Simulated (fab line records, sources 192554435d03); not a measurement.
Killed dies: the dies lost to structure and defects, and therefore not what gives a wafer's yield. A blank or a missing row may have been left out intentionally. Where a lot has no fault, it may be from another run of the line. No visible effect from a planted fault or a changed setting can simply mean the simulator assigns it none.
Chamber matching + flow n5_finfet + rie_diel-03 running N5_BEOL_M1_ETCHBACK_99: 4 sister chambers
The step etches SiO2 in CHF3, target depth 5 nm, time 10.4 s. 22 wafers are shown with their chamber, then 11 later ones without.

## WAFERS WITH THEIR CHAMBER
| wafer  | chamber | showerhead_plenum_p_Torr (Torr) | drypump_motor_current_A (A) | throttle_valve_pct (%) |
|--------|---------|---------------------------------|-----------------------------|------------------------|
| L074.1 | 1       | 2.06                            | 6.0                         | 17.06                  |
| L074.2 | 0       | 2.16                            | 5.4                         | 17.24                  |
| L074.3 | 2       | 2.18                            | 6.2                         | 16.82                  |
| L074.4 | 0       | 2.16                            | 5.4                         | 17.22                  |
| L074.5 | 2       | 2.18                            | 6.2                         | 16.80                  |
| L074.6 | 1       | 2.06                            | 6.0                         | 17.06                  |
| L075.1 | 0       | 2.16                            | 5.4                         | 17.23                  |
| L075.2 | 1       | 2.06                            | 6.0                         | 17.08                  |
| L075.5 | 1       | 2.06                            | 6.0                         | 17.06                  |
| L080.2 | 2       | 2.18                            | 6.2                         | 16.84                  |
| L080.5 | 1       | 2.06                            | 6.0                         | 17.10                  |
| L080.6 | 0       | 2.16                            | 5.4                         | 17.24                  |
| L081.1 | 3       | 2.30                            | 6.0                         | 17.12                  |
| L081.2 | 1       | 2.05                            | 6.0                         | 17.09                  |
| L081.3 | 0       | 2.16                            | 5.4                         | 17.25                  |
| L081.4 | 0       | 2.16                            | 5.4                         | 17.26                  |
| L081.5 | 3       | 2.30                            | 6.0                         | 17.13                  |
| L081.6 | 1       | 2.05                            | 6.0                         | 17.08                  |
| L084.1 | 2       | 2.18                            | 6.2                         | 16.84                  |
| L084.3 | 1       | 2.05                            | 6.0                         | 17.09                  |
| L084.6 | 3       | 2.30                            | 6.1                         | 17.14                  |
| L089.1 | 0       | 2.15                            | 5.4                         | 17.28                  |

SIGNATURES, as means of the wafers listed above
| reading                  | chamber 0 | chamber 1 | chamber 2 | chamber 3 | scatter within a chamber |
|--------------------------|-----------|-----------|-----------|-----------|--------------------------|
| showerhead_plenum_p_Torr | 2.1586    | 2.0562    | 2.1800    | 2.3000    | 0.0039                   |
| drypump_motor_current_A  | 5.400     | 6.000     | 6.200     | 6.033     | 0.0192                   |
| throttle_valve_pct       | 17.2457   | 17.0775   | 16.8250   | 17.1300   | 0.0174                   |
Rule: distance of a wafer from a chamber = root of the sum over the readings of ((wafer's reading minus chamber's mean) / reading's scatter) squared. The wafer belongs to the nearest chamber; if the next one is less than 2 further off, it can't be placed. How the scatter is found: for the shown wafers, subtract from each reading the mean of its chamber, square and add these, divide the total by (wafers less chambers), then take the root.

## WAFERS WITH NO CHAMBER GIVEN
| wafer  | showerhead_plenum_p_Torr (Torr) | drypump_motor_current_A (A) | throttle_valve_pct (%) |
|--------|---------------------------------|-----------------------------|------------------------|
| L089.2 | 2.05                            | 6.0                         | 17.12                  |
| L089.4 | 2.17                            | 6.1                         | 16.86                  |
| L090.1 | 2.30                            | 6.1                         | 17.17                  |
| L090.2 | 2.17                            | 6.2                         | 16.86                  |
| L090.3 | 2.15                            | 5.4                         | 17.29                  |
| L094.1 | 2.30                            | 6.1                         | 17.17                  |
| L094.2 | 2.17                            | 6.2                         | 16.87                  |
| L094.3 | 2.05                            | 6.0                         | 17.13                  |
| L095.1 | 2.05                            | 6.0                         | 17.14                  |
| L095.2 | 2.29                            | 6.1                         | 17.17                  |
| L095.3 | 2.15                            | 5.4                         | 17.30                  |

## THE CHAMBER EACH PASSED THROUGH
| wafer  | from the rows above | in truth |
|--------|---------------------|----------|
| L089.2 | 1                   | 1        |
| L089.4 | 2                   | 2        |
| L090.1 | 3                   | 3        |
| L090.2 | 2                   | 2        |
| L090.3 | 0                   | 0        |
| L094.1 | 3                   | 3        |
| L094.2 | 2                   | 2        |
| L094.3 | 1                   | 1        |
| L095.1 | 1                   | 1        |
| L095.2 | 3                   | 3        |
| L095.3 | 0                   | 0        |
Correctly placed: 11 of 11. From these rows, 0 cannot be placed. 0 placed wrongly.
